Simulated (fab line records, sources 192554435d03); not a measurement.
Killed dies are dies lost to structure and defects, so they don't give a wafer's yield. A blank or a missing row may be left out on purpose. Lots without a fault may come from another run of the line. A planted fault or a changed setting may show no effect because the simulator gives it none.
Chamber matching | flow n5_finfet | N5_BEOL_M14_DESCUM_33 on rie_diel-04: 4 sister chambers
The step chemistry O2, time 7.9 s. 18 wafers are shown with their chamber, then 9 later ones without.

WAFERS WITH THEIR CHAMBER
wafer  | chamber | drypump_motor_current_A (A) | throttle_valve_pct (%) | showerhead_plenum_p_Torr (Torr)
L074.1 | 2       | 6.1                         | 20.56                  | 2.02
L074.2 | 3       | 6.0                         | 20.39                  | 2.07
L074.3 | 0       | 6.4                         | 20.27                  | 2.22
L075.1 | 3       | 6.0                         | 20.39                  | 2.07
L075.4 | 1       | 6.1                         | 20.29                  | 1.97
L075.5 | 1       | 6.1                         | 20.27                  | 1.97
L077.2 | 0       | 6.4                         | 20.28                  | 2.22
L077.3 | 3       | 6.0                         | 20.42                  | 2.06
L077.6 | 0       | 6.4                         | 20.28                  | 2.22
L082.1 | 3       | 5.9                         | 20.43                  | 2.06
L082.2 | 1       | 6.1                         | 19.96                  | 2.22
L082.6 | 1       | 6.1                         | 19.97                  | 2.22
L087.1 | 2       | 6.1                         | 20.62                  | 2.01
L087.5 | 1       | 6.1                         | 19.99                  | 2.22
L087.6 | 2       | 6.1                         | 20.62                  | 2.00
L092.1 | 0       | 6.4                         | 20.32                  | 2.20
L092.2 | 3       | 6.0                         | 20.11                  | 2.05
L092.3 | 2       | 6.1                         | 20.63                  | 2.00

SIGNATURES (means of the wafers above)
reading                  | chamber 0 | chamber 1 | chamber 2 | chamber 3 | scatter within a chamber
drypump_motor_current_A  | 6.400     | 6.100     | 6.100     | 5.980     | 0.0239
throttle_valve_pct       | 20.2875   | 20.0960   | 20.6075   | 20.3480   | 0.117
showerhead_plenum_p_Torr | 2.2150    | 2.1200    | 2.0075    | 2.0620    | 0.0736
Rule: a wafer's distance from a chamber is the root of the sum, over the readings, of the square of ((its reading less the chamber's mean) divided by the reading's scatter). The wafer belongs to the nearest chamber; if the next one is less than 2 further off, it can't be placed. The scatter: the root of (the sum of the squares of (reading less its chamber's mean) over the shown wafers, divided by (wafers less chambers)).

WAFERS WITHOUT THEIR CHAMBER
wafer  | drypump_motor_current_A (A) | throttle_valve_pct (%) | showerhead_plenum_p_Torr (Torr)
L092.4 | 6.1                         | 20.01                  | 2.21
L092.5 | 6.1                         | 19.99                  | 2.21
L092.6 | 6.2                         | 20.63                  | 2.00
L095.2 | 6.0                         | 20.11                  | 2.05
L095.5 | 6.1                         | 20.62                  | 2.00
L095.6 | 6.0                         | 20.10                  | 2.05
L097.2 | 6.4                         | 20.34                  | 2.20
L097.4 | 6.1                         | 20.02                  | 2.21
L097.6 | 6.4                         | 20.33                  | 2.20

WHICH CHAMBER EACH WENT THROUGH
wafer  | from the rows above     | in truth
L092.4 | 1                       | 1
L092.5 | 1                       | 1
L092.6 | 2                       | 2
L095.2 | 3                       | 3
L095.5 | 2                       | 2
L095.6 | can't be placed: 3 or 1 | 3
L097.2 | 0                       | 0
L097.4 | 1                       | 1
L097.6 | 0                       | 0
Placed correctly: 8 of 9. Can't be placed from these rows: 1 (the true chamber is among the candidates in 1). Placed wrongly: 0.
